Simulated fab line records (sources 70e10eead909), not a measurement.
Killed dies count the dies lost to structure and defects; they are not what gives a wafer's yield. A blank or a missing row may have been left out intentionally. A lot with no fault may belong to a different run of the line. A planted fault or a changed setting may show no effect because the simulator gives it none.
Problem report, 8D (eight disciplines) form, completed by code | flow nand_harc | the parts of the form that need people (team, actions taken, sign-off) are left out

## 1. PROBLEM STATEMENT
thk_nm at NHARC_A_SOURCE_PLATE_THK_MEAS_06 reads a mean of 50.1 nm on 6 wafers of 2 lots; wafers without a fault read 198.8 nm with a standard deviation of 2.3. That puts it -65 standard deviations away from the usual mean.
The step: measures by ellipsometry.
Seen first at day 11 14:48 on film_metro-01, wafer L138.2. The record has a number at this step for 42 wafers belonging to 14 lots. Rule for "out" (also "out of limits"): further than 4 standard deviations from the usual mean. All remaining wafers that have a number are taken as sound.

## 2. WHAT THIS IS AND IS NOT
question                    | is                           | is not
which readings at this step | thk_nm                       | -
which lots                  | L138, L139                   | L128, L129, L130, L132, L133, L134, L136, L137, L147, L148, L150, L151
which wafers of those lots  | all that have a number       | -
read on which gauges        | film_metro-01, film_metro-02 | -
when                        | from day 11 14:48            | up to then (24 sound wafers); but 12 sound wafers of L147, L148, L150, L151 came after

## 3. WHAT RULES OUT EACH SUSPECT
Counting: a tool at a process step up to the reading stays a suspect if it ran every lot that is out and no sound lot after the first of them.
- the gauge at NHARC_A_SOURCE_PLATE_THK_MEAS_06: ruled out. Those wafers that are out were read across 2 gauges (film_metro-01, film_metro-02).
- rie_diel-02 at NHARC_A_ZERO_WELL_ETCH_19 (etches the open film in N2/H2, target depth 80 nm, overetch 24 nm, time 87.88 s): ruled out as a lasting fault. After its first lot that is out, L138 (day 10 17:06), sound lots L147, L148, L151 ran on it.
- lpcvd_poly-02 at NHARC_A_SOURCE_PLATE_CVD_03 (deposits poly-Si, target thk 200 nm, time 4000 s): kept. It ran every lot that is out, first L138 (day 11 04:02), and no sound lot after that; its last sound lot up to then is L133 (day 9 10:28).
After counting, what remains is lpcvd_poly-02 at NHARC_A_SOURCE_PLATE_CVD_03.

## 4. THE CAUSE (what the simulator had put in)
Entire step skipped (lpcvd_poly-02, NHARC_A_SOURCE_PLATE_CVD_03), from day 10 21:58 onward. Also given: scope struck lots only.
Counting left only this tool.

## 5. THE EFFECT CHAIN, in route order
Rows list readings where the struck wafers' mean (over those with a number) sits beyond 3 standard deviations from the usual. Scope: only readings with a usual standard deviation given in the record; hours: median across lots of the time from each lot's start at the first step in this table that gives one to its start at this step; sigmas: change in usual standard deviations.
hours | step                             | reading | usual    | on struck wafers | change | sigmas
0     | NHARC_A_SOURCE_PLATE_THK_MEAS_06 | thk_nm  | 198.8 nm | 50.1             | -148.7 | -65
Readings that are blank on the struck wafers while sound wafers have them: pressure_mtorr at NHARC_A_SOURCE_PLATE_CVD_03; run_length_s at NHARC_A_SOURCE_PLATE_CVD_03; spike_tc_bottom_C at NHARC_A_SOURCE_PLATE_CVD_03; spike_tc_lower_C at NHARC_A_SOURCE_PLATE_CVD_03; spike_tc_top_C at NHARC_A_SOURCE_PLATE_CVD_03; zone_power_bottom_pct at NHARC_A_SOURCE_PLATE_CVD_03.

## 6. HOW IT WOULD HAVE BEEN CAUGHT EARLIER
17 hours passed between the start of the fault at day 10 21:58 and the first reading out of limits at a measuring or inspecting step in this record, taken at day 11 14:48.
At NHARC_A_SOURCE_PLATE_CVD_03 the tool's readings are blank on the struck wafers, where sound wafers have them: an empty tool record is the first sign, and it was there at once.
L139, from the lots that are out (2), started NHARC_A_SOURCE_PLATE_CVD_03 on lpcvd_poly-02 later than day 11 14:48. Holding the tool at that time would have saved it.
